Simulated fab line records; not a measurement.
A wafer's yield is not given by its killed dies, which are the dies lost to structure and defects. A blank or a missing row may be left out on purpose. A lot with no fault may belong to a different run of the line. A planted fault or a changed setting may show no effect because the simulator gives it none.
Chamber matching :: flow n5_finfet :: N5_BEOL_M8_ETCH_62 on rie_diel-01 has 4 sister chambers
The step etches SOC in N2/H2, target depth 110 nm, overetch 22 nm, time 165 s. 16 wafers are shown with their chamber, then 8 later ones without.

## EACH WAFER AND ITS CHAMBER
wafer: L079.1
chamber: 3
drypump_motor_current_A (A): 5.3
oes_product_au (a.u.): 0.60
showerhead_plenum_p_Torr (Torr): 2.52

wafer: L079.3
chamber: 1
drypump_motor_current_A (A): 6.1
oes_product_au (a.u.): 0.61
showerhead_plenum_p_Torr (Torr): 2.53

wafer: L079.5
chamber: 3
drypump_motor_current_A (A): 5.3
oes_product_au (a.u.): 0.59
showerhead_plenum_p_Torr (Torr): 2.52

wafer: L081.1
chamber: 1
drypump_motor_current_A (A): 6.2
oes_product_au (a.u.): 0.60
showerhead_plenum_p_Torr (Torr): 2.53

wafer: L081.3
chamber: 3
drypump_motor_current_A (A): 5.3
oes_product_au (a.u.): 0.60
showerhead_plenum_p_Torr (Torr): 2.52

wafer: L081.6
chamber: 3
drypump_motor_current_A (A): 5.3
oes_product_au (a.u.): 0.59
showerhead_plenum_p_Torr (Torr): 2.52

wafer: L084.1
chamber: 1
drypump_motor_current_A (A): 6.1
oes_product_au (a.u.): 0.58
showerhead_plenum_p_Torr (Torr): 2.52

wafer: L084.2
chamber: 2
drypump_motor_current_A (A): 6.3
oes_product_au (a.u.): 0.81
showerhead_plenum_p_Torr (Torr): 2.60

wafer: L084.5
chamber: 0
drypump_motor_current_A (A): 5.4
oes_product_au (a.u.): 0.65
showerhead_plenum_p_Torr (Torr): 2.56

wafer: L086.1
chamber: 0
drypump_motor_current_A (A): 5.4
oes_product_au (a.u.): 0.64
showerhead_plenum_p_Torr (Torr): 2.55

wafer: L086.2
chamber: 1
drypump_motor_current_A (A): 6.1
oes_product_au (a.u.): 0.59
showerhead_plenum_p_Torr (Torr): 2.52

wafer: L086.5
chamber: 1
drypump_motor_current_A (A): 6.1
oes_product_au (a.u.): 0.58
showerhead_plenum_p_Torr (Torr): 2.52

wafer: L088.1
chamber: 1
drypump_motor_current_A (A): 6.1
oes_product_au (a.u.): 0.59
showerhead_plenum_p_Torr (Torr): 2.52

wafer: L088.5
chamber: 0
drypump_motor_current_A (A): 5.5
oes_product_au (a.u.): 0.64
showerhead_plenum_p_Torr (Torr): 2.55

wafer: L088.6
chamber: 1
drypump_motor_current_A (A): 6.1
oes_product_au (a.u.): 0.58
showerhead_plenum_p_Torr (Torr): 2.52

wafer: L089.2
chamber: 2
drypump_motor_current_A (A): 6.4
oes_product_au (a.u.): 0.78
showerhead_plenum_p_Torr (Torr): 2.59

SIGNATURES, as means of the wafers listed above
reading: drypump_motor_current_A
chamber 0: 5.433
chamber 1: 6.114
chamber 2: 6.350
chamber 3: 5.300
scatter within a chamber: 0.0411

reading: oes_product_au
chamber 0: 0.6433
chamber 1: 0.5900
chamber 2: 0.7950
chamber 3: 0.5950
scatter within a chamber: 0.0109

reading: showerhead_plenum_p_Torr
chamber 0: 2.5533
chamber 1: 2.5229
chamber 2: 2.5950
chamber 3: 2.5200
scatter within a chamber: 0.00465
Rule: a wafer's distance from a chamber is the root of the sum, over the readings, of the square of ((its reading less the chamber's mean) divided by the reading's scatter). If the next closest chamber is less than 2 further off than the closest, the wafer can't be placed; otherwise it belongs to the closest. The scatter is the square root of a quotient: the sum, over the shown wafers, of each reading's squared deviation from its chamber's mean, divided by wafers minus chambers.

## WAFERS WHOSE CHAMBER IS MISSING
wafer: L089.4
drypump_motor_current_A (A): 6.1
oes_product_au (a.u.): 0.59
showerhead_plenum_p_Torr (Torr): 2.52

wafer: L089.6
drypump_motor_current_A (A): 5.3
oes_product_au (a.u.): 0.82
showerhead_plenum_p_Torr (Torr): 2.51

wafer: L090.1
drypump_motor_current_A (A): 5.3
oes_product_au (a.u.): 0.81
showerhead_plenum_p_Torr (Torr): 2.51

wafer: L090.2
drypump_motor_current_A (A): 6.1
oes_product_au (a.u.): 0.58
showerhead_plenum_p_Torr (Torr): 2.52

wafer: L090.6
drypump_motor_current_A (A): 6.1
oes_product_au (a.u.): 0.58
showerhead_plenum_p_Torr (Torr): 2.52

wafer: L092.1
drypump_motor_current_A (A): 5.3
oes_product_au (a.u.): 0.80
showerhead_plenum_p_Torr (Torr): 2.51

wafer: L092.2
drypump_motor_current_A (A): 6.1
oes_product_au (a.u.): 0.58
showerhead_plenum_p_Torr (Torr): 2.51

wafer: L092.4
drypump_motor_current_A (A): 5.5
oes_product_au (a.u.): 0.64
showerhead_plenum_p_Torr (Torr): 2.55

## THE CHAMBER EACH PASSED THROUGH
wafer: L089.4
from the rows above: 1
in truth: 1

wafer: L089.6
from the rows above: can't be placed: 0 or 3
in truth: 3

wafer: L090.1
from the rows above: can't be placed: 0 or 3
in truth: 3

wafer: L090.2
from the rows above: 1
in truth: 1

wafer: L090.6
from the rows above: 1
in truth: 1

wafer: L092.1
from the rows above: can't be placed: 0 or 3
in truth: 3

wafer: L092.2
from the rows above: 1
in truth: 1

wafer: L092.4
from the rows above: 0
in truth: 0
Correctly placed: 5 of 8. Can't be placed from these rows: 3 (the true chamber is among the candidates in 3). 0 placed wrongly.
